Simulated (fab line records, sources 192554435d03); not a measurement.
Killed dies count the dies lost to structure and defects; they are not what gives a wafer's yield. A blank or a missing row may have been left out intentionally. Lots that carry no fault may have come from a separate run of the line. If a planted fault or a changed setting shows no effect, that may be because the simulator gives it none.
Comparing a struck lot with a sound one | flow n5_finfet | 14 steps out of a route of 1938
Sound: wafers L452.2, L452.4, L452.6. The struck wafers were L457.1, L457.3, L457.5. Last of all comes the cause.
At each step with rows: each side's tool, then ch and its chambers, then its first start. Under that, the readings that differ: sound wafers | struck wafers | difference of the means | sigmas: that difference in standard deviations of wafers without a fault.
alike: readings whose means differ by less than 2 such deviations, and words and numbers that are the same on both sides. not compared: withheld readings, readings that some wafer has no value for, bounds like >300 that may hide the same value, and numbers for which the record gives no deviation and whose values overlap.
The two part at a step that has a row with sigmas, a row that says differs or no value, or rows on one side only. Numbers that have no deviation but don't overlap get no sigmas and don't part them. A reading that every wafer of one side lacks parts them only if that side has two wafers or more.

N5_BEOL_M11_CMP_52: polishes, stops on SiCOH lowk, t overpolish 7 s, target thk 140 nm.
  sound on cmp-02 ch 0,1,2, day 12 06:23; struck on cmp-02 ch 1,2, day 14 03:12
  alike: barrier_field_endpoint_s, edge_zone_pressure_frac, motor_current_A, overpolish_run_s, time_to_endpoint_s
N5_BEOL_M11_THK_MEAS_53: measures by xrf.
  sound: film_metro-01 at day 12 06:39; struck: film_metro-01 at day 14 03:28
  alike: M11_THK
then, 1 step without rows for these wafers: N5_BEOL_M11_PRE_CLEAN_55 (time 15 s).
N5_BEOL_M11_DEP_56: deposits SiCN from 3MS/NH3, target thk 30 nm, time 10.5 s.
  sound on pecvd-01 ch 1,2, day 12 06:43; struck on pecvd-01 ch 0,1, day 14 03:31
  alike: rf_fwd_power_W, showerhead_plenum_p_Torr, throttle_valve_pct
N5_BEOL_M11_RS_MEAS_57: the measuring method here is four-point-probe.
  sound: film_metro-01 at day 12 06:46; struck: film_metro-02 at day 14 03:35
  alike: M11_RS
N5_BEOL_M11_INSPECT_58: inspects for defects (darkfield).
  sound: defect_inspect-02 at day 12 06:48; struck: defect_inspect-02 at day 14 03:37
  alike: raw_defect_count
N5_BEOL_M12_ILD_DEP_00: deposits SiOC from DEMS/O2, target thk 658.92 nm, time 130.7 s.
  sound on pecvd-04 ch 0,1,2, day 12 06:50; struck on pecvd-04 ch 0,1, day 14 03:39
  alike: heater_power_w, rf_fwd_power_W, showerhead_plenum_p_Torr, throttle_valve_pct
N5_BEOL_M12_THK_MEAS_01:
  sound: film_metro-01 at day 12 06:58; struck: film_metro-02 at day 14 03:47
  alike: M12_ILD_THK
then, 4 steps without rows for these wafers: N5_BEOL_M12_COAT_58 (time 60 s, resist thk 89 nm); N5_BEOL_M12_COAT_04 (resist thk 400 nm); N5_BEOL_M12_EBR_06; N5_BEOL_M12_SOFTBAKE_05 (time 60 s).
N5_BEOL_M12_EXPOSE_07: exposes mask V11.
  sound on krf_scanner-02 ch 0, day 12 07:06; struck on krf_scanner-02, day 14 04:02
  no value came back on the struck wafers for exposure_dose_mJ_cm2, focus_offset_nm (nm), reticle_temp_C (C), sigma_outer; on the sound wafers exposure_dose_mJ_cm2 reads 32.47 32.52 32.45
  alike: mask
then, 1 step without rows for these wafers: N5_BEOL_M12_PEB_08 (peb time 90 s).

## WHERE THEY PART
Only at N5_BEOL_M12_EXPOSE_07, within this record.

WHY: whatever the simulator had introduced
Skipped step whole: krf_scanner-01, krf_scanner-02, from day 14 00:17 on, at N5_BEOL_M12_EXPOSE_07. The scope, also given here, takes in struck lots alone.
